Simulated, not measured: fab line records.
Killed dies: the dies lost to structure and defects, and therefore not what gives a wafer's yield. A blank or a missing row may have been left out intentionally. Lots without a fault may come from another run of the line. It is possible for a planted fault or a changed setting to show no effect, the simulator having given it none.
Struck lot and sound lot, side by side + flow nandHarc + 15 steps out of a route of 1302
Sound: these wafers, L981.1, L981.2, L981.4. Struck: wafer L988.4 (left out: L988.1, L988.3 of the same lot, which were not struck); the cause appears at the end.
For every step that has rows: the tool of each side, followed by ch and its chambers, followed by its first start. Under that, the readings that differ: sound wafers + struck wafers + difference of the means + sigmas: that difference in standard deviations of wafers without a fault.
alike: words and numbers the same on both sides, and readings whose means are apart by under 2 such deviations; not compared: readings that were withheld, readings missing a value for some wafer, numbers with overlapping values and no deviation given by the record, and bounds like >300 which may hide the same value.
The two part at a step that has a row with sigmas, a row that says differs or no value, or rows on one side only. Numbers that have no deviation but don't overlap get no sigmas and don't part them. A reading missing from all wafers of one side parts the sides only when that side holds two or more wafers.

first, 8 steps without rows for these wafers: NHARC_A_BONDPAD_HMDS_02 (time 30 s); NHARC_A_BONDPAD_COAT_33 (time 65 s); NHARC_A_BONDPAD_COAT_03 (resist thk 600 nm); NHARC_A_BONDPAD_SOFTBAKE_04 (time 70 s); NHARC_A_BONDPAD_EBR_05; NHARC_A_BONDPAD_EXPOSE_06 (exposes mask A BPAD); NHARC_A_BONDPAD_PEB_07 (peb time 80 s); NHARC_A_BONDPAD_DEVELOP_08 (time 50 s).
NHARC_A_BONDPAD_CD_MEAS_09 targets a cd of 500 nm.
  sound on cdSem-01 ch 0, day 23 18:46; struck on cdSem-02 ch 0, day 26 08:19
  alike: cdNm
NHARC_A_BONDPAD_OVL_MEAS_35:
  sound on overlay-01, day 23 18:51; struck on overlay-02, day 26 08:25
  alike: overlayXNm, overlayYNm
then, 1 step without rows for these wafers: NHARC_A_BONDPAD_HARDBAKE_10 (time 65 s).
NHARC_A_BONDPAD_DESCUM_11: chemistry O2, time 3 s.
  sound on rieDiel-11 ch 1,2,3, day 23 18:58; struck on rieDiel-11 ch 1, day 26 08:32
| reading             | sound | struck | difference | sigmas |
|---------------------|-------|--------|------------|--------|
| rfHoursCounterH (h) | 3 3 3 | 5      | +2         |        |
  alike: drypumpMotorCurrentA, oesProductAu, rfVppV, showerheadPlenumPTorr, throttleValvePct
NHARC_A_BONDPAD_ETCH_34: etches the open film in N2/H2, target depth 60 nm, overetch 18 nm, time 65.91 s.
  sound on rieDiel-11 ch 0,1,2, day 23 19:04; struck on rieDiel-11 ch 0, day 26 08:37
| reading             | sound             | struck | difference | sigmas |
|---------------------|-------------------|--------|------------|--------|
| oesProductAu (a.u.) | 1.008 0.988 1.002 | 1.016  | +0.017     | +2     |
| rfHoursCounterH (h) | 3 3 3             | 5      | +2         |        |
| runLengthS (s)      | 87.3 87.9 87.0    | 70.8   | -16.6      | -35    |
  alike: drypumpMotorCurrentA, rfVppV, showerheadPlenumPTorr, throttleValvePct
  not compared: rfFwdPowerW
NHARC_A_BONDPAD_ETCH_12: etches the open film in CHF3/O2, target depth 220 nm, time 110 s.
  sound: rieDiel-11 ch 0,1,3; struck: rieDiel-11 ch 1
| reading             | sound | struck | difference | sigmas |
|---------------------|-------|--------|------------|--------|
| rfHoursCounterH (h) | 3 3 3 | 5      | +2         |        |
  alike: drypumpMotorCurrentA, oesProductAu, rfFwdPowerW, rfVppV, runLengthS, showerheadPlenumPTorr, throttleValvePct
NHARC_END_SORT_01:
  sound on prober-01 ch 0, day 25 01:11; struck on prober-01 ch 0, day 27 18:48
  alike: defectLimitedYield, killedAtArray, killedAtOther, killedAtPeriphery, killedDies, killedOpen, killedShort, sort_bin_2_pct, sort_bin_3_pct, sort_bin_4_pct, sortNPass, sortRimYieldPct, sortYieldPct

## WHERE THEY PART
Only at NHARC_A_BONDPAD_ETCH_34, within this record. Later steps at which nothing parts them and some readings are alike: NHARC_A_BONDPAD_ETCH_12, NHARC_END_SORT_01.

WHY: what the simulator had put in
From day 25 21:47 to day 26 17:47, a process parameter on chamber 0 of rieDiel-11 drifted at NHARC_A_BONDPAD_ETCH_34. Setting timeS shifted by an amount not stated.
